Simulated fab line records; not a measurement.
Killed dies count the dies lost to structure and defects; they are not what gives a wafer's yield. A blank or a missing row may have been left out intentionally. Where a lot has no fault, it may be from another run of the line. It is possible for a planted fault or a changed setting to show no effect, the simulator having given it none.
Which tool did it?	flow n5_finfet	9 lots with 27 wafers sampled at 7 steps, on a route of 1938 steps

## WHAT THE GAUGES READ, wafer by wafer
N5_BEOL_M3_INSPECT_59: inspects for defects (darkfield).
lot	measured	on	raw_defect_count
L838	day 8 04:17	defect_inspect-01	87 109 58
L843	day 10 06:55	defect_inspect-01	39 35 40
L845	day 10 09:27	defect_inspect-02	79 83 80
L846	day 10 12:47	defect_inspect-02	74 79 60
L848	day 10 15:54	defect_inspect-01	76 73 73
L847	day 10 20:43	defect_inspect-01	87 93 65
L856	day 12 22:32	defect_inspect-02	1106 1072 1059
L857	day 13 07:17	defect_inspect-01	1073 1068 1024
L858	day 13 11:44	defect_inspect-02	45 49 49

N5_BEOL_M4_INSPECT_13: inspects for defects (brightfield).
lot	measured	on	raw_defect_count
L838	day 8 06:34	defect_inspect-01	743 489 318
L843	day 10 08:31	defect_inspect-02	351 313 313
L845	day 10 10:12	defect_inspect-02	486 459 390
L846	day 10 16:52	defect_inspect-02	496 412 331
L848	day 10 17:34	defect_inspect-01	444 373 425
L847	day 11 01:12	defect_inspect-01	465 558 476
L856	day 13 03:12	defect_inspect-02	1404 1356 1389
L857	day 13 08:33	defect_inspect-01	1630 1545 1326
L858	day 13 12:32	defect_inspect-01	417 328 410

N5_BEOL_M4_RC_MEAS_101.
lot	measured	on	DIBL_N (mV/V)	DIBL_P (mV/V)	IOFF_N (nA/um)	IOFF_P (nA/um)	ION_N (uA/um)	ION_P (uA/um)	SS_N (mV/dec)	SS_P (mV/dec)	VT_N (mV)	VT_P (mV)
L838	day 9 03:10	prober-01	38.6 36.9 35.1	39.4 39.0 35.2	0.20 0.18 0.14	0.29 0.29 0.21	679 689 664	469 474 464	71.8 72.1 71.2	74.3 73.9 73.3	247 249 252	-246 -246 -248
L843	day 10 20:43	prober-01	35.6 35.7 34.7	37.6 37.9 36.8	0.16 0.16 0.14	0.21 0.22 0.20	676 674 659	466 458 459	71.0 71.9 71.3	73.9 73.2 72.9	250 250 254	-249 -252 -252
L845	day 10 22:04	prober-01	40.8 38.9 39.1	38.5 37.9 39.2	0.25 0.20 0.22	0.22 0.21 0.23	689 679 700	457 457 467	72.4 71.8 71.7	73.9 74.1 74.0	242 245 244	-253 -253 -252
L846	day 11 00:10	prober-02	39.5 39.5 37.1	37.4 37.6 34.6	0.17 0.18 0.13	0.19 0.20 0.15	668 687 661	444 466 450	72.3 72.0 71.7	73.3 74.1 72.9	248 247 255	-253 -252 -258
L848	day 11 01:46	prober-01	37.2 36.7 38.8	38.2 37.3 38.7	0.17 0.16 0.20	0.24 0.22 0.25	681 685 680	473 474 455	71.6 71.9 72.4	73.7 72.7 73.4	248 249 246	-249 -252 -249
L847	day 11 09:43	prober-01	33.2 34.9 34.9	33.8 38.0 36.9	0.11 0.13 0.14	0.13 0.19 0.17	658 650 664	451 451 457	71.9 71.8 71.5	72.2 72.7 72.2	258 258 252	-257 -253 -254
L856	day 13 12:01	prober-01	36.6 37.0 37.5	38.6 40.2 40.7	0.18 0.19 0.20	0.22 0.25 0.27	679 675 683	459 459 468	72.4 72.4 72.8	73.8 74.0 74.1	250 248 246	-249 -252 -247
L857	day 13 14:08	prober-01	36.7 35.1 38.2	34.9 32.2 36.6	0.18 0.14 0.19	0.25 0.20 0.27	682 667 673	472 464 466	71.2 71.7 72.0	73.7 72.9 73.8	246 253 248	-246 -249 -245
L858	day 13 22:05	prober-01	36.4 37.4 34.4	37.4 38.7 35.7	0.16 0.17 0.12	0.24 0.25 0.21	676 677 664	469 467 467	71.2 70.5 71.0	73.3 73.9 72.7	247 249 255	-245 -247 -249

## WHAT TOOL EACH LOT RAN ON (gives the tool, then ch and the chambers of the sampled wafers, and finally the start)
lot	N5_BEOL_M3_ANNEAL_91	N5_BEOL_M3_SPUTTER_92	N5_BEOL_M3_DEP_57	N5_BEOL_M4_PECVD_72
L838	pvd_sputter-01, day 8 02:38	pvd_sputter-01, day 8 02:47	pecvd-02 ch 0,1,2, day 8 04:12	pecvd-02 ch 0,1,2, day 8 04:26
L843	pvd_sputter-01, day 10 05:05	pvd_sputter-01, day 10 05:13	pecvd-02 ch 0,1,2, day 10 06:50	pecvd-01 ch 0,1, day 10 07:04
L845	pvd_sputter-01, day 10 07:48	pvd_sputter-01, day 10 07:56	pecvd-02 ch 1,2, day 10 09:22	pecvd-02 ch 1,2, day 10 09:36
L846	pvd_sputter-02, day 10 11:07	pvd_sputter-02, day 10 11:16	pecvd-02 ch 0,1,2, day 10 12:41	pecvd-03 ch 0,1, day 10 12:55
L848	pvd_sputter-01, day 10 14:15	pvd_sputter-01, day 10 14:23	pecvd-02 ch 0,1,2, day 10 15:49	pecvd-02 ch 0,2, day 10 16:02
L847	pvd_sputter-02, day 10 19:03	pvd_sputter-02, day 10 19:11	pecvd-02 ch 0,1,2, day 10 20:37	pecvd-03 ch 0,1,2, day 10 20:52
L856	pvd_sputter-01, day 12 19:34	pvd_sputter-01, day 12 19:42	pecvd-02 ch 0,1,2, day 12 22:26	pecvd-02 ch 0,1,2, day 12 22:40
L857	pvd_sputter-02, day 13 05:38	pvd_sputter-02, day 13 05:47	pecvd-02 ch 0,1,2, day 13 07:12	pecvd-03 ch 0,2, day 13 07:26
L858	pvd_sputter-03, day 13 09:50	pvd_sputter-03, day 13 09:59	pecvd-01 ch 0,2, day 13 11:38	pecvd-01 ch 0,1, day 13 11:53
- N5_BEOL_M3_ANNEAL_91: time 240 s.
- N5_BEOL_M3_SPUTTER_92: material Cu, target thk 4.5 nm, time 8.29 s.
- N5_BEOL_M3_DEP_57: deposits SiCN from 3MS/NH3, target thk 8 nm, time 14 s.
- N5_BEOL_M4_PECVD_72: deposits SiO2 from TEOS/O2, target thk 16 nm, time 18 s.

## WHAT THE TOOLS THEMSELVES READ (means of the sampled wafers that have a number; where no wafer has one, the mark that the record gives instead)
N5_BEOL_M3_ANNEAL_91.
lot	tool	heater_power_w (W)
L838	pvd_sputter-01	796
L843	pvd_sputter-01	821
L845	pvd_sputter-01	836
L846	pvd_sputter-02	856
L848	pvd_sputter-01	846
L847	pvd_sputter-02	818
L856	pvd_sputter-01	908
L857	pvd_sputter-02	860
L858	pvd_sputter-03	854

N5_BEOL_M3_SPUTTER_92.
lot	tool	chuck_sensor_temp_C (C)	throttle_valve_pct (%)
L838	pvd_sputter-01	-16.4	30.6
L843	pvd_sputter-01	-16.4	30.3
L845	pvd_sputter-01	-16.3	29.3
L846	pvd_sputter-02	-16.0	30.3
L848	pvd_sputter-01	-16.3	29.2
L847	pvd_sputter-02	-15.8	29.0
L856	pvd_sputter-01	-16.5	29.6
L857	pvd_sputter-02	-16.2	29.9
L858	pvd_sputter-03	-15.6	29.7

N5_BEOL_M3_DEP_57.
lot	tool	chamber_pressure_Torr (Torr)	showerhead_plenum_p_Torr (Torr)	showerhead_vpp_V (V)	throttle_valve_pct (%)
L838	pecvd-02	2.995	3.669	923	9.2
L843	pecvd-02	2.992	3.669	918	9.1
L845	pecvd-02	3.001	3.674	907	8.6
L846	pecvd-02	3.001	3.670	909	9.2
L848	pecvd-02	2.997	3.665	916	9.0
L847	pecvd-02	2.998	3.672	922	9.2
L856	pecvd-02	3.006	3.671	917	9.2
L857	pecvd-02	2.993	3.669	917	9.2
L858	pecvd-01	3.000	3.669	900	9.2

N5_BEOL_M4_PECVD_72.
lot	tool	chamber_pressure_Torr (Torr)	heater_power_w (W)	showerhead_plenum_p_Torr (Torr)	showerhead_vpp_V (V)	throttle_valve_pct (%)
L838	pecvd-02	5.499	788	8.82	1367	22.6
L843	pecvd-01	5.487	619	8.81	1300	22.4
L845	pecvd-02	5.499	702	8.81	1345	21.5
L846	pecvd-03	5.497	750	8.82	1319	22.6
L848	pecvd-02	5.499	710	8.81	1368	23.3
L847	pecvd-03	5.506	807	8.77	1320	21.7
L856	pecvd-02	5.505	831	8.81	1384	22.8
L857	pecvd-03	5.504	866	8.71	1335	20.9
L858	pecvd-01	5.497	557	8.82	1308	22.4

## THE ANSWER, worked out from the rows above alone
Rule: the lots themselves supply what counts as usual. The widest of any qualifying gaps counts: lots, ordered by their means at a reading, are off when they make up no more than a third of the lots, leave a main group of 4 or more, and stand apart from it by 3 or more times the standard deviation of that group's means. A main group whose means are all the same, to the digits that the tables above print for the reading, isn't used. Also off: a lot with no number at a reading for which 4 or more lots have one. Any other lot the step has rows for is counted as sound. Order of review: gauges by route order, followed by the tools' own readings, for which a lot's mean as printed above is used. At the first step where some lot is off, the reading lying furthest off is the one used; lots without a number count as furthest.
Off, at N5_BEOL_M3_INSPECT_59 on raw_defect_count: L856, L857. Mean 68 and standard deviation 17 in the main group.
If a tool, at a process step before that reading, ran all the lots that are off and no sound lot after the first of them, it fits. Those tools and the gauges at N5_BEOL_M3_INSPECT_59 are tried in the same way. One candidate fits, namely pecvd-02 at N5_BEOL_M3_DEP_57. A fault onset in the window from L847 (day 10 20:37, its last sound lot) to L856 (day 12 22:26, its first lot off) fits.

## WHAT THE SIMULATOR PUT IN
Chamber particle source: pecvd-02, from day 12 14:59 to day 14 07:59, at N5_BEOL_M3_DEP_57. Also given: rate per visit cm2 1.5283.
Struck lots among those shown: L856, L857. The same result came from the rule above.
